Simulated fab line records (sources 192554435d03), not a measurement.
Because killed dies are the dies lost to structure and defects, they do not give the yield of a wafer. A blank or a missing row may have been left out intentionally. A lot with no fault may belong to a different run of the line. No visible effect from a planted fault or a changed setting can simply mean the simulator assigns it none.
fab line records | flow n5Finfet
record lots=5 | wafers=15 | lastDay=18
route steps=1938 shown HKMG_FIN@449 BEOL_M4@1111 PASSIVATION@1936
lots with no fault: from the same line, run without faults
startH: hours from the record's opening day to when the first of the lot's shown wafers began | waitH: hours from the lot's prior step to this one | " identical to the entry in the row above | L1.1+2: a single row standing in for several wafers | - no value, or no start given | * or withheld: withheld | < > ~ a bound
route shown NAME@n: names a module that has steps shown in the file, with the first one's number in the route | usual: mean/standard deviation of fault-free wafers | same: alike in all rows | chamber/n: place in a boat | sites: each site's reading | _std_site: standard deviation of those values | _edge_site: outer sites' mean less inner sites' | radiusMm: how far each site lies from the wafer's centre | mask NAME#n: copy n | behind: the most recent tool/chamber to have shaped the wafer | hold: reason for holding the lot/hours on hold/outcome of the hold | device: transistor that didn't switch, given as n, p or np | end of line: tests of these same wafers at the route's end | where a step has no rows: the recipe by itself | killed: not the wafer's yield, but the dies lost to structure and defects at the first sort | map: shows each die of a wafer: x if killed, . if not, _ if none is there
set.NAME: the setting the step ran with; set.NAME@STEP: the setting that earlier step ran with | model.NAME: the simulator's own value behind a step, which no gauge read
lots seen at some steps along the route; tables by step, rows by wafer
services: a tool's chamber out of use, with start hour (startH, from the record's first day; less than 0 if before it), hours out, and reason
## steps
# step N5_HKMG_FIN_ALD_71
# recipe material=TiN | targetThkA=10 | tempC=400 | aldPrecursorFamily=TiCl4 | aldCoReactant=NH3 | pulseTimeS=1 | purgeTimeS=3 | coReactantPurgeTimeS=2 | coReactantPulseTimeS=2 | aldCycles=47 | pressureTorr=3
# usual heaterPowerW=848/85 | precursorPulseHeightRel=1.004/0.021
lot.wafer | tool        | chamber | startH | waitH | heaterPowerW | precursorPulseHeightRel
L359.1    | aldMetal-01 | 1       | 121.25 | 0.0   | 775          | 1.025
L359.2    | "           | 3       | "      | "     | 857          | 1.016
L359.4    | "           | 2       | "      | "     | 764          | 0.962
L361.1    | aldMetal-01 | 1       | 132.20 | 0.0   | 779          | 1.006
L361.2    | "           | 3       | "      | "     | 868          | 0.992
L361.3    | "           | 0       | "      | "     | 837          | 1.039
L369.1    | aldMetal-04 | 0       | 179.09 | 0.0   | 977          | 1.037
L369.2    | "           | 1       | "      | "     | 884          | 0.999
L369.4    | "           | 3       | "      | "     | 965          | 1.005
L370.1    | aldMetal-04 | 2       | 185.85 | 0.0   | 717          | 1.003
L370.4    | "           | 2       | "      | "     | 721          | 1.011
L370.5    | "           | 1       | "      | "     | 903          | 0.983
L374.3    | aldMetal-02 | 2       | 211.31 | 0.0   | 964          | 0.985
L374.4    | "           | 1       | "      | "     | 830          | 1.016
L374.6    | "           | 3       | "      | "     | 780          | 1.002
# step N5_HKMG_FIN_COAT_66
# recipe resist=SOC | tempC=250 | timeS=60 | spinRpm=1500 | resistThkNm=300
# step N5_HKMG_FIN_ETCH_67
# recipe chemistry=N2/H2 | target=SOC | targetDepthA=3889 | stopOn=TiN | ionEnergyEv=100 | biasW=61 | pressureMtorr=30 | sourceW=850 | n2FlowSccm=200 | h2FlowSccm=200
# step N5_HKMG_FIN_STRIP_90
# recipe chemistry=N2/H2 | material=SOC | timeS=20 | powerW=500 | tempC=40 | pressureMtorr=50 | rfFrequencyHz=6e+07 | biasPowerW=8 | h2Frac=0.5 | n2FlowSccm=300 | h2FlowSccm=300
# usual drypumpMotorCurrentA=5.7/0.56 | oesProductAu=0.76/0.088 | rfVppV=54.2/0.9 | showerheadPlenumPTorr=3.33/0.1 | tempC=40.00/0.12 | throttleValvePct=19.1/0.4
lot.wafer | tool       | chamber | startH | waitH | drypumpMotorCurrentA | oesProductAu | rfHoursCounterH | rfVppV | showerheadPlenumPTorr | tempC | throttleValvePct
L359.1    | rieDiel-01 | 1       | 121.71 | 0.0   | 5.1                  | 0.76         | 139             | 52.6   | 3.37                  | 39.78 | 18.8
L359.2    | "          | 3       | "      | "     | 5.2                  | 0.68         | 225             | 54.1   | 3.34                  | 40.03 | 19.3
L359.4    | "          | 2       | "      | "     | 6.5                  | 0.89         | 44              | 54.3   | 3.40                  | 39.95 | 18.3
L361.1    | rieDiel-05 | 2       | 132.60 | 0.0   | 5.5                  | 0.66         | 234             | 54.2   | 3.46                  | 39.92 | 19.3
L361.2    | "          | 1       | "      | "     | 5.8                  | 0.70         | 230             | 54.3   | 3.31                  | 39.99 | 19.1
L361.3    | "          | 3       | "      | "     | 6.1                  | 0.71         | 191             | 56.0   | 3.47                  | 40.04 | 19.3
L369.1    | rieDiel-06 | 3       | 179.59 | 0.0   | 5.4                  | 0.67         | 221             | 54.9   | 3.22                  | 39.89 | 20.0
L369.2    | "          | 1       | "      | "     | 4.9                  | 0.76         | 153             | 52.1   | 3.23                  | 40.01 | 18.9
L369.4    | "          | 2       | "      | "     | 6.7                  | 0.67         | 248             | 52.7   | 3.18                  | 40.06 | 19.2
L370.1    | rieDiel-06 | 0       | 186.25 | 0.0   | 5.6                  | 0.76         | 168             | 53.8   | 3.35                  | 40.24 | 18.8
L370.4    | "          | 2       | "      | "     | 6.6                  | 0.67         | 250             | 54.9   | 3.18                  | 39.98 | 19.2
L370.5    | "          | 0       | "      | "     | 5.6                  | 0.76         | -               | 53.8   | 3.35                  | 40.03 | 18.8
L374.3    | rieDiel-06 | 0       | 211.75 | 0.0   | 5.6                  | 0.75         | 180             | 54.0   | 3.34                  | 40.20 | 18.8
L374.4    | "          | 3       | "      | "     | 5.5                  | 0.67         | 234             | 53.5   | 3.21                  | 40.01 | 20.0
L374.6    | "          | 3       | "      | "     | 5.5                  | 0.66         | -               | 54.5   | 3.21                  | 40.06 | 20.0
# step N5_HKMG_FIN_WET_ETCH_73
# recipe chemistry=SC1 | mix=1:2:40 | tempC=50 | timeS=42.3 | targetDepthNm=1.3 | dry=ipaMarangoni | rinseTimeS=30 | rinseTempC=23
# step N5_HKMG_FIN_ETCHBACK_68
# recipe chemistry=Cl2/Ar | stopOn=HfO2 | targetDepthA=5 | pressureMtorr=10 | icpW=600 | biasW=60 | Cl2_flow_sccm=40 | Ar_flow_sccm=60
# usual drypumpMotorCurrentA=6.0/0.32 | oesProductAu=0.79/0.097 | throttleValvePct=20.75/0.2
lot.wafer | tool        | chamber | startH | waitH | drypumpMotorCurrentA | oesProductAu | rfHoursCounterH | throttleValvePct
L359.1    | rieMetal-01 | 1       | 121.87 | 0.0   | 6.1                  | 0.81         | 26              | 20.89
L359.2    | "           | 0       | "      | "     | 5.3                  | 0.78         | 35              | 20.38
L359.4    | "           | 1       | "      | "     | 6.1                  | 0.82         | -               | 20.89
L361.1    | rieMetal-01 | 1       | 132.75 | 0.0   | 6.1                  | 0.81         | 27              | 20.90
L361.2    | "           | 0       | "      | "     | 5.3                  | 0.77         | 36              | 20.36
L361.3    | "           | 1       | "      | "     | 6.1                  | 0.81         | -               | 20.87
L369.1    | rieMetal-02 | 0       | 179.75 | 0.0   | 6.1                  | 0.87         | 11              | 20.75
L369.2    | "           | 1       | "      | "     | 6.2                  | 0.87         | 7               | 21.06
L369.4    | "           | 1       | "      | "     | 6.2                  | 0.89         | -               | 21.05
L370.1    | rieMetal-03 | 0       | 186.41 | 0.0   | 6.3                  | 0.80         | 37              | 20.75
L370.4    | "           | 0       | "      | "     | 6.3                  | 0.81         | -               | 20.76
L370.5    | "           | 0       | "      | "     | 6.3                  | 0.81         | -               | 20.75
L374.3    | rieMetal-03 | 1       | 211.95 | 0.1   | 6.1                  | 0.59         | -               | 20.76
L374.4    | "           | 0       | "      | "     | 6.3                  | 0.79         | -               | 20.75
L374.6    | "           | 1       | "      | "     | 6.1                  | 0.60         | -               | 20.74
# step N5_HKMG_FIN_STRIP_69
# recipe chemistry=N2/H2 | powerW=2500 | tempC=300 | h2Frac=0.65 | timeS=360 | pressureMtorr=withheld | n2FlowSccm=1750 | h2FlowSccm=3250
# step N5_HKMG_FIN_ALD_21
# recipe material=TiN | targetThkA=15 | tempC=400 | aldPrecursorFamily=TiCl4 | aldCoReactant=NH3 | pulseTimeS=1 | purgeTimeS=3 | coReactantPurgeTimeS=2 | coReactantPulseTimeS=2 | aldCycles=68 | pressureTorr=3
# usual heaterPowerW=837/71 | precursorPulseHeightRel=1.000/0.019
lot.wafer | tool        | chamber | startH | waitH | heaterPowerW | precursorPulseHeightRel
L359.1    | aldMetal-04 | 1       | 122.41 | 0.3   | 900          | 1.008
L359.2    | "           | 2       | "      | "     | 726          | 1.010
L359.4    | "           | 3       | "      | "     | 933          | 1.013
L361.1    | aldMetal-02 | 2       | 133.28 | 0.3   | 960          | 1.008
L361.2    | "           | 0       | "      | "     | 873          | 0.993
L361.3    | "           | 3       | "      | "     | 782          | 1.031
L369.1    | aldMetal-01 | 3       | 180.28 | 0.3   | 879          | 1.012
L369.2    | "           | 2       | "      | "     | 766          | 0.995
L369.4    | "           | 2       | "      | "     | 778          | 1.018
L370.1    | aldMetal-02 | 3       | 186.93 | 0.3   | 765          | 0.969
L370.4    | "           | 1       | "      | "     | 844          | 0.976
L370.5    | "           | 0       | "      | "     | 856          | 1.026
L374.3    | aldMetal-02 | 2       | 212.44 | 0.1   | 967          | 0.970
L374.4    | "           | 1       | "      | "     | 823          | 0.999
L374.6    | "           | 1       | "      | "     | 853          | 0.981
# step N5_HKMG_FIN_ALD_72
# recipe material=W | targetThkA=20 | tempC=300 | pressureTorr=7.5 | aldPrecursorFamily=WF6 | aldCoReactant=B2H6 | pulseTimeS=1 | purgeTimeS=2 | coReactantPurgeTimeS=2 | coReactantPulseTimeS=3 | aldCycles=7
# step N5_HKMG_FIN_W_FILL_22
# recipe material=W | targetThkA=600 | tempC=400 | pressureTorr=39.4 | timeS=18.2
# step N5_HKMG_FIN_PRECLEAN_83
# recipe chemistry=DIW | timeS=57.5 | tempC=23
# step N5_HKMG_FIN_SRD_84
# recipe dryTimeS=32 | dry=n2Spin | spinRpm=1500
# step N5_HKMG_FIN_CMP_23
# recipe stopOn=SiNx | tOverpolishS=10 | postCmpClean=rinseOnly | downForcePsi=4 | platenRpm=50.289 | padVelocityMS=1.0006 | targetThkNm=46.326
# usual motorCurrentA=12.4/1.4 | overpolishRunS=9.999/0.0094 | platenRpm=50.28/0.039 | slurryFilterDpKPa=13.51/0.15 | timeToEndpointS=12.6/2.1
lot.wafer | tool   | chamber | startH | waitH | motorCurrentA | overpolishRunS | platenRpm | slurryFilterDpKPa | timeToEndpointS
L359.4    | cmp-03 | 1       | 122.94 | 0.0   | 10.6          | 9.990          | 50.26     | 13.66             | 11.1
L359.2    | "      | 2       | "      | "     | 11.0          | 9.989          | 50.37     | 13.59             | 13.1
L359.1    | "      | 3       | "      | "     | 11.0          | 10.001         | 50.32     | 13.56             | 9.3
L361.2    | cmp-03 | 1       | 134.03 | 0.2   | 10.4          | 9.979          | 50.27     | 13.33             | 10.2
L361.1    | "      | 2       | "      | "     | 11.4          | 10.003         | 50.32     | 13.40             | 11.5
L361.3    | "      | 3       | "      | "     | 10.8          | 10.000         | 50.29     | 13.28             | 8.5
L369.1    | cmp-03 | 1       | 180.89 | 0.1   | 10.8          | 10.026         | 52.27     | 13.24             | 12.3
L369.2    | "      | 2       | "      | "     | 11.0          | 9.985          | 50.26     | 13.29             | 13.3
L369.4    | "      | 3       | "      | "     | 10.7          | 9.998          | 50.35     | 13.71             | 10.4
L370.1    | cmp-01 | 3       | 187.46 | 0.0   | 13.1          | 9.999          | 50.24     | 13.59             | 11.3
L370.4    | "      | 2       | "      | "     | 14.3          | 9.993          | 50.32     | 13.27             | 11.8
L370.5    | "      | 0       | "      | "     | 11.1          | 9.996          | 50.25     | 13.77             | 12.7
L374.3    | cmp-04 | 0       | 212.98 | 0.0   | 14.3          | 10.010         | 50.26     | 13.56             | 14.7
L374.4    | "      | 3       | "      | "     | 14.1          | 9.999          | 50.30     | 13.73             | 13.1
L374.6    | "      | 1       | "      | "     | 11.6          | 9.983          | 50.29     | 13.57             | 14.6
# step N5_HKMG_FIN_CMP_94
# recipe stopOn=SiNx | postCmpClean=wDiluteNh4oh | tOverpolishS=4.7 | downForcePsi=4 | platenRpm=50.289 | padVelocityMS=1.0006 | targetThkNm=43.299
# usual motorCurrentA=12.4/1.4 | platenRpm=50.28/0.033 | slurryFilterDpKPa=13.49/0.13
lot.wafer | tool   | chamber | startH | waitH | motorCurrentA | platenRpm | slurryFilterDpKPa
L359.4    | cmp-03 | 1       | 123.42 | 0.4   | 10.5          | 50.29     | 13.41
L359.2    | "      | 2       | "      | "     | 11.6          | 50.32     | 13.25
L359.1    | "      | 3       | "      | "     | 10.6          | 50.33     | 13.71
L361.2    | cmp-03 | 1       | 134.46 | 0.3   | 11.0          | 50.23     | 13.34
L361.1    | "      | 2       | "      | "     | 10.8          | 50.29     | 13.46
L361.3    | "      | 3       | "      | "     | 10.5          | 50.25     | 13.12
L369.1    | cmp-03 | 1       | 181.32 | 0.3   | 9.9           | 50.30     | 13.38
L369.2    | "      | 2       | "      | "     | 11.0          | 50.30     | 13.53
L369.4    | "      | 3       | "      | "     | 11.3          | 50.24     | 13.57
L370.1    | cmp-01 | 3       | 187.94 | 0.4   | 13.7          | 50.23     | 13.58
L370.4    | "      | 2       | "      | "     | 13.8          | 50.28     | 13.64
L370.5    | "      | 0       | "      | "     | 10.7          | 50.22     | 13.65
L374.3    | cmp-04 | 0       | 213.46 | 0.4   | 14.2          | 50.24     | 13.36
L374.4    | "      | 3       | "      | "     | 12.7          | 50.32     | 13.55
L374.6    | "      | 1       | "      | "     | 11.6          | 50.28     | 13.69
# step N5_BEOL_M4_RC_MEAS_101
# usual DIBL_N=36.0/1.8 | DIBL_P=36.3/2.4 | IOFF_N=0.16/0.035 | IOFF_P=0.21/0.036 | ION_N=673/13 | ION_P=461/7.2 | SS_N=71.4/0.6 | SS_P=73.2/0.7 | VT_N=250/4 | VT_P=-250.9/2.9
lot.wafer | tool      | chamber | startH | waitH | DIBL_N[mV/V] | DIBL_P[mV/V] | IOFF_N[nA/um] | IOFF_P[nA/um] | ION_N[uA/um] | ION_P[uA/um] | SS_N[mV/dec] | SS_P[mV/dec] | VT_N[mV] | VT_P[mV]
L359.1    | prober-02 | 0       | 223.45 | 0.0   | 36.5         | 36.5         | 0.18          | 0.22          | 682          | 465          | 71.7         | 73.0         | 247      | -249.1
L359.2    | "         | 0       | "      | "     | 34.8         | 34.5         | 0.13          | 0.18          | 667          | 460          | 70.7         | 73.4         | 255      | -252.5
L359.4    | "         | 0       | "      | "     | 35.1         | 34.5         | 0.14          | 0.18          | 673          | 459          | 70.9         | 72.8         | 253      | -251.2
L361.1    | prober-01 | 0       | 242.39 | 0.0   | 38.2         | 38.4         | 0.20          | 0.22          | 697          | 467          | 72.0         | 73.7         | 246      | -251.0
L361.2    | "         | 0       | "      | "     | 36.9         | 38.1         | 0.19          | 0.24          | 697          | 472          | 71.1         | 73.3         | 244      | -249.5
L361.3    | "         | 0       | "      | "     | 39.7         | 40.7         | 0.24          | 0.26          | 690          | 463          | 73.6         | 74.4         | 244      | -248.0
L369.1    | prober-02 | 0       | 279.89 | 0.0   | 35.5         | 36.0         | 0.16          | 0.19          | 672          | 459          | 71.2         | 73.3         | 248      | -251.7
L369.2    | "         | 0       | "      | "     | 35.9         | 37.5         | 0.17          | 0.21          | 694          | 465          | 71.0         | 73.5         | 248      | -251.6
L369.4    | "         | 0       | "      | "     | 33.8         | 34.0         | 0.14          | 0.18          | 668          | 457          | 70.6         | 73.0         | 250      | -253.1
L370.1    | prober-01 | 0       | 286.61 | 0.0   | 37.3         | 38.7         | 0.16          | 0.25          | 677          | 468          | 71.8         | 73.3         | 252      | -250.9
L370.4    | "         | 0       | "      | "     | 36.5         | 35.5         | 0.14          | 0.19          | 660          | 448          | 71.7         | 73.0         | 255      | -250.3
L370.5    | "         | 0       | "      | "     | 35.4         | 34.9         | 0.12          | 0.18          | 648          | 452          | 71.3         | 72.5         | 254      | -251.1
L374.3    | prober-02 | 0       | 320.03 | 0.3   | 35.2         | 35.6         | 0.13          | 0.19          | 652          | 459          | 70.8         | 73.2         | 253      | -253.7
L374.4    | "         | 0       | "      | "     | 35.7         | 35.4         | 0.13          | 0.19          | 677          | 464          | 71.1         | 72.7         | 252      | -252.5
L374.6    | "         | 0       | "      | "     | 36.8         | 38.2         | 0.16          | 0.23          | 671          | 462          | 71.4         | 73.4         | 250      | -249.5
# step N5_PASSIVATION_PROBE_49
# usual defectLimitedYield=91.2/1.4 | killed_at_M0_to_M3=35/11 | killed_at_M4_up=14/5.6 | killedAtContacts=12/5.6 | killedAtFrontEnd=38/11 | killedAtOther=4/3.4 | killedDies=103/17 | killedOpen=68/12 | killedShort=33/8.8 | sort_bin_5_function=5.1/0.89 | sort_bin_6_memory=3.3/0.71 | sortNPass=1077/17 | sortYieldPct=91.2/1.4
# same grossDies=1180 | killedAtBackSide=0 | sort_bin_4_leakage[%]=0 | sort_bin_8_speed[%]=0
lot.wafer | tool      | chamber | startH | waitH | defectLimitedYield[%] | killed_at_M0_to_M3 | killed_at_M4_up | killedAtContacts | killedAtFrontEnd | killedAtOther | killedDies | killedOpen | killedShort | sort_bin_5_function[%] | sort_bin_6_memory[%] | sortNPass | sortYieldPct[%]
L361.1    | prober-02 | -       | 347.01 | 0.0   | 91.6                  | 40                 | 15              | 10               | 29               | 5             | 99         | 62         | 37          | 5.3                    | 3.1                  | 1081      | 91.6
L361.2    | prober-02 | -       | 347.06 | 0.1   | 92.3                  | 31                 | 9               | 3                | 39               | 9             | 91         | 58         | 33          | 3.8                    | 3.6                  | 1089      | 92.3
L361.3    | prober-02 | -       | 347.11 | 0.1   | 90.9                  | 23                 | 11              | 14               | 51               | 8             | 107        | 60         | 46          | 4.9                    | 3.7                  | 1073      | 90.9
# killed by level:class
L361.1 BEOL_M1:geometricParticle:open=12 FIN_SAQP:geometricParticle:short=11 MOL_CONTACT_COAG:geometricParticle:open=9 BEOL_M0_SAQP:geometricParticle:open=7 FIN_SAQP:geometricParticle:open=6 BEOL_M0_SAQP:geometricParticle:short=6 BEOL_M4:geometricParticle:open=6 BEOL_M3:geometricParticle:open=5
L361.2 FIN_SAQP:geometricParticle:short=9 STI_FIN_REVEAL:geometricParticle:open=8 BEOL_M3:geometricParticle:open=8 FIN_SAQP:geometricParticle:open=7 BEOL_M3:geometricParticle:short=6 BEOL_M0_SAQP:geometricParticle:open=4 DUMMY_GATE:geometricParticle:open=4 BEOL_M1:geometricParticle:open=4
L361.3 FIN_SAQP:geometricParticle:short=16 FIN_SAQP:geometricParticle:open=13 MOL_CONTACT_COAG:geometricParticle:open=11 BEOL_M3:geometricParticle:open=6 STI_FIN_REVEAL:geometricParticle:open=6 BEOL_M1:geometricParticle:open=5 BEOL_M3:geometricParticle:short=5 DUMMY_GATE:geometricParticle:open=4
## services
tool        | chamber | startH | hours | kind
aldMetal-02 | 2       | 104.32 | 27.5  | repair
aldMetal-01 | -       | 111.61 | 2.8   | pm
rieMetal-02 | -       | 121.53 | 2.8   | pm
cmp-01      | -       | 132.22 | 4.6   | pm
rieDiel-05  | -       | 147.49 | 16.3  | repair
aldMetal-02 | 2       | 152.01 | 47.3  | repair
rieMetal-01 | 0       | 155.40 | 25.5  | repair
rieMetal-03 | -       | 162.48 | 0.4   | repair
rieDiel-01  | 1       | 164.18 | 2.6   | repair
aldMetal-02 | -       | 165.23 | 2.8   | pm
aldMetal-01 | 1       | 165.80 | 31.0  | repair
aldMetal-02 | 0       | 168.46 | 3.2   | repair
rieMetal-03 | -       | 177.06 | 1.4   | pm
cmp-01      | -       | 178.17 | 4.0   | pm
cmp-01      | -       | 182.17 | -     | consumableReplace:conditioner
aldMetal-04 | 0       | 182.77 | 30.8  | repair
cmp-01      | -       | 183.39 | 0.2   | repair
rieDiel-06  | 2       | 186.97 | -     | clean
rieDiel-06  | 2       | 186.97 | -     | consumableReplace:focusRing
rieDiel-06  | 2       | 186.97 | -     | consumableReplace:showerhead
rieDiel-06  | 2       | 186.97 | 13.7  | scheduledDown
rieDiel-06  | 2       | 186.97 | 13.7  | ventCycle
aldMetal-04 | 2       | 188.80 | 22.7  | repair
aldMetal-04 | 3       | 197.15 | 26.5  | repair
## key
firstSign step=N5_HKMG_FIN_CMP_23 | reading=platenRpm | direction=up | sigmas=51 | usual=50.28 | struck=52.27
effect none on later readings
metAt N5_HKMG_FIN_CMP_23
struckWafers L369.1
onsetBetween 134.03 180.89
fault kind=processParameterDrift | tool=cmp-03 | chamber=1 | onsetH=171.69 | steps=N5_HKMG_FIN_CMP_23 | channel=platenRpm | offset=2.0116 | shape=step | endH=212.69 | actsIn=theseRecipesOnly | stated=50.289
